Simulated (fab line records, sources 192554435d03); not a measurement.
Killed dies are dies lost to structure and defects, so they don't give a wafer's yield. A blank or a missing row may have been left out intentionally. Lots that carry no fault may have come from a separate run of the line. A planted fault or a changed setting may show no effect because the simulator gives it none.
Chamber matching || flow n5_finfet || 4 sister chambers for N5_GATE_CUT_SAC_CAP_01 on ald_sin-01
The step material SiNx, target thk 24 nm, pulse time 1 s, ald cycles 480. 24 wafers are shown with their chamber, then 12 later ones without.

## WAFERS WITH THEIR CHAMBER
{"wafer": "L076.1", "chamber": 0, "heater_power_w (W)": 832, "precursor_pulse_height_rel": 1.013}
{"wafer": "L076.3", "chamber": 1, "heater_power_w (W)": 915, "precursor_pulse_height_rel": 1.016}
{"wafer": "L076.6", "chamber": 0, "heater_power_w (W)": 837, "precursor_pulse_height_rel": 1.019}
{"wafer": "L075.2", "chamber": 0, "heater_power_w (W)": 822, "precursor_pulse_height_rel": 0.965}
{"wafer": "L075.4", "chamber": 1, "heater_power_w (W)": 908, "precursor_pulse_height_rel": 1.024}
{"wafer": "L075.6", "chamber": 2, "heater_power_w (W)": 745, "precursor_pulse_height_rel": 0.965}
{"wafer": "L078.3", "chamber": 0, "heater_power_w (W)": 835, "precursor_pulse_height_rel": 1.009}
{"wafer": "L078.4", "chamber": 1, "heater_power_w (W)": 903, "precursor_pulse_height_rel": 0.975}
{"wafer": "L078.5", "chamber": 0, "heater_power_w (W)": 849, "precursor_pulse_height_rel": 0.999}
{"wafer": "L074.1", "chamber": 1, "heater_power_w (W)": 891, "precursor_pulse_height_rel": 1.000}
{"wafer": "L074.5", "chamber": 1, "heater_power_w (W)": 923, "precursor_pulse_height_rel": 1.005}
{"wafer": "L074.6", "chamber": 2, "heater_power_w (W)": 732, "precursor_pulse_height_rel": 1.001}
{"wafer": "L080.1", "chamber": 2, "heater_power_w (W)": 741, "precursor_pulse_height_rel": 0.993}
{"wafer": "L080.3", "chamber": 0, "heater_power_w (W)": 847, "precursor_pulse_height_rel": 0.989}
{"wafer": "L080.6", "chamber": 3, "heater_power_w (W)": 780, "precursor_pulse_height_rel": 1.023}
{"wafer": "L081.2", "chamber": 3, "heater_power_w (W)": 750, "precursor_pulse_height_rel": 1.015}
{"wafer": "L081.3", "chamber": 1, "heater_power_w (W)": 922, "precursor_pulse_height_rel": 1.010}
{"wafer": "L081.5", "chamber": 2, "heater_power_w (W)": 730, "precursor_pulse_height_rel": 0.970}
{"wafer": "L085.1", "chamber": 1, "heater_power_w (W)": 902, "precursor_pulse_height_rel": 1.017}
{"wafer": "L085.2", "chamber": 2, "heater_power_w (W)": 722, "precursor_pulse_height_rel": 1.003}
{"wafer": "L085.3", "chamber": 0, "heater_power_w (W)": 824, "precursor_pulse_height_rel": 0.982}
{"wafer": "L085.4", "chamber": 3, "heater_power_w (W)": 789, "precursor_pulse_height_rel": 1.010}
{"wafer": "L085.5", "chamber": 2, "heater_power_w (W)": 739, "precursor_pulse_height_rel": 0.981}
{"wafer": "L085.6", "chamber": 3, "heater_power_w (W)": 775, "precursor_pulse_height_rel": 0.993}

SIGNATURES (means of the wafers above)
{"reading": "heater_power_w", "chamber 0": 835.14, "chamber 1": 909.14, "chamber 2": 734.83, "chamber 3": 773.50, "scatter within a chamber": 11.5}
{"reading": "precursor_pulse_height_rel", "chamber 0": 0.99657, "chamber 1": 1.00671, "chamber 2": 0.98550, "chamber 3": 1.01025, "scatter within a chamber": 0.0166}
Rule: for each reading, subtract the chamber's mean from the wafer's reading, divide by that reading's scatter and square the result; add these up over the readings and take the root, which gives the wafer's distance from the chamber. If the next closest chamber is less than 2 further off than the closest, the wafer can't be placed; otherwise it belongs to the closest. The scatter is the square root of a quotient: the sum, over the shown wafers, of each reading's squared deviation from its chamber's mean, divided by wafers minus chambers.

## WAFERS MISSING THEIR CHAMBER
{"wafer": "L087.1", "heater_power_w (W)": 829, "precursor_pulse_height_rel": 1.000}
{"wafer": "L087.3", "heater_power_w (W)": 913, "precursor_pulse_height_rel": 0.951}
{"wafer": "L087.6", "heater_power_w (W)": 909, "precursor_pulse_height_rel": 0.991}
{"wafer": "L089.2", "heater_power_w (W)": 779, "precursor_pulse_height_rel": 0.998}
{"wafer": "L089.3", "heater_power_w (W)": 723, "precursor_pulse_height_rel": 0.987}
{"wafer": "L089.4", "heater_power_w (W)": 816, "precursor_pulse_height_rel": 0.965}
{"wafer": "L096.1", "heater_power_w (W)": 769, "precursor_pulse_height_rel": 1.006}
{"wafer": "L096.2", "heater_power_w (W)": 714, "precursor_pulse_height_rel": 1.007}
{"wafer": "L096.3", "heater_power_w (W)": 789, "precursor_pulse_height_rel": 1.024}
{"wafer": "L096.4", "heater_power_w (W)": 869, "precursor_pulse_height_rel": 0.981}
{"wafer": "L096.5", "heater_power_w (W)": 801, "precursor_pulse_height_rel": 1.008}
{"wafer": "L096.6", "heater_power_w (W)": 866, "precursor_pulse_height_rel": 1.011}

## EACH ONE'S CHAMBER
{"wafer": "L087.1", "from the rows above": 0, "in truth": 0}
{"wafer": "L087.3", "from the rows above": 1, "in truth": 1}
{"wafer": "L087.6", "from the rows above": 1, "in truth": 1}
{"wafer": "L089.2", "from the rows above": 3, "in truth": 3}
{"wafer": "L089.3", "from the rows above": 2, "in truth": 2}
{"wafer": "L089.4", "from the rows above": 0, "in truth": 0}
{"wafer": "L096.1", "from the rows above": 3, "in truth": 3}
{"wafer": "L096.2", "from the rows above": 2, "in truth": 2}
{"wafer": "L096.3", "from the rows above": 3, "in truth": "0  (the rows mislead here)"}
{"wafer": "L096.4", "from the rows above": "can't be placed: 0 or 1", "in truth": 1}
{"wafer": "L096.5", "from the rows above": "can't be placed: 3 or 0", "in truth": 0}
{"wafer": "L096.6", "from the rows above": "can't be placed: 0 or 1", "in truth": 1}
Placed correctly: 8 of 12. These rows do not allow placing 3 (true chamber among the candidates in 3). 1 placed wrongly.
